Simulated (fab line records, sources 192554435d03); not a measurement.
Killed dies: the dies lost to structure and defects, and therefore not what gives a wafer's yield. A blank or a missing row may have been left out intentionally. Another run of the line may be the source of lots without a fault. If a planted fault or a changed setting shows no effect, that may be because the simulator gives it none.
Problem report, 8D (eight disciplines) form, completed by code	flow n5 finfet	the parts of the form that need people (team, actions taken, sign-off) are left out

== 1. WHAT WENT WRONG ==
killed at front end at N5_PASSIVATION_PROBE_49 reads a mean of 164 on 6 wafers of 2 lots; wafers without a fault read 40 with a standard deviation of 10. That is +12 standard deviations from the usual mean.
The first sign was on wafer L108.1 at day 16 21:44, on prober-02. The record holds 6 wafers of 2 lots with a number at this step. The rule behind "out" and "out of limits": a value lying over 4 standard deviations away from the usual mean. The other wafers with a number count as sound.

== 2. WHAT IT IS, WHAT IT ISN'T ==
question	is	is not
which readings at this step	killed at front end, defect limited yield, killed dies, sort_bin_5_function, sort n pass, sort yield pct	killed_at_M0_to_M3, killed_at_M4_up, killed at contacts, killed at other, killed open
which lots	L108, L110	-
which wafers of those lots	all that have a number	-
read on which tools	prober-02	-
when	from day 16 21:44	up to then (0 sound wafers)

== 3. THE SUSPECTS, EACH WITH WHAT RULES IT OUT ==
Counting: a tool stays on the suspect list if, at a process step up to the reading, it processed all lots that are out and no sound lot following the first of them.
- ald metal-01 at N5_HKMG_FIN_ALD_71 (deposits TiN, target thk 1 nm, pulse time 1 s, purge time 3 s): kept. It ran every lot that is out, first L108 (day 8 11:25), and no sound lot after that.
- wet bench-04 at N5_HKMG_FIN_WET_ETCH_73 (etches the open film in SC1, time 42.3 s, target depth 1.3 nm, rinse time 30 s): kept. It ran every lot that is out, first L108 (day 8 11:58), and no sound lot after that.
- rie metal-03 at N5_GATE_CUT_VAPOR_ETCH_60 (etches HfO2 in BCl3/Cl2): kept. It ran every lot that is out, first L108 (day 8 14:04), and no sound lot after that.
- cmp-01 at N5_GATE_CUT_CMP_02 (polishes, stops on SiO2, t overpolish 12.7 s, target thk 0 nm): kept. It ran every lot that is out, first L108 (day 8 16:53), and no sound lot after that.
- prober-02 at N5_PASSIVATION_PROBE_49: kept. It ran every lot that is out, first L108 (day 16 21:44), and no sound lot after that. Its own readings are out on those wafers: defect limited yield, killed at front end, killed dies, sort_bin_5_function, sort n pass, sort yield pct.
Left after counting: ald metal-01 at N5_HKMG_FIN_ALD_71, wet bench-04 at N5_HKMG_FIN_WET_ETCH_73, rie metal-03 at N5_GATE_CUT_VAPOR_ETCH_60, cmp-01 at N5_GATE_CUT_CMP_02, prober-02 at N5_PASSIVATION_PROBE_49.

== 4. THE CAUSE (what the simulator had put in) ==
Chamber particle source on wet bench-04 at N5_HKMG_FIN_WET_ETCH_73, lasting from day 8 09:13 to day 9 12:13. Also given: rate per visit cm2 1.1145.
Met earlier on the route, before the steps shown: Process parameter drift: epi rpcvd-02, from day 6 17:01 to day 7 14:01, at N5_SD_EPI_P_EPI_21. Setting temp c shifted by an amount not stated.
5 suspects survive the count, and this tool is in that group.

== 5. THE EFFECT CHAIN, in route order ==
One row per reading whose mean, taken over the struck wafers that have a number, lies over 3 standard deviations from the usual. Only readings whose record carries a usual standard deviation are examined. hours: median over the lots of the time between each lot's start at the first step of this table that gives one and its start at this step. sigmas: the change, counted in usual standard deviations.
hours	step	reading	usual	on struck wafers	change	sigmas
0	N5_PASSIVATION_PROBE_49	defect limited yield	91.0 %	80.9	-10.1	-7.8
0	N5_PASSIVATION_PROBE_49	killed at front end	40	164	+124	+12
0	N5_PASSIVATION_PROBE_49	killed dies	107	226	+118	+7.9
0	N5_PASSIVATION_PROBE_49	sort_bin_5_function	5.3 %	12.3	+7.0	+7.7
0	N5_PASSIVATION_PROBE_49	sort n pass	1073	954	-118	-7.9
0	N5_PASSIVATION_PROBE_49	sort yield pct	91.0 %	80.9	-10.1	-7.8
It contains these process steps:
- N5_PASSIVATION_PROBE_49

== 6. HOW IT WOULD HAVE BEEN CAUGHT EARLIER ==
The fault began at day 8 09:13; the first out-of-limits reading in this record came at day 16 21:44, 205 hours later.
Of the tool readings at N5_HKMG_FIN_WET_ETCH_73 for which the record gives a usual standard deviation, none was out on any struck wafer, so an alarm limit of 4 standard deviations on them would not have fired.
By day 16 21:44 the whole set of lots that are out, 2 in number, had already begun N5_HKMG_FIN_WET_ETCH_73 on wet bench-04. None of them would have been spared by holding the tool at that moment.
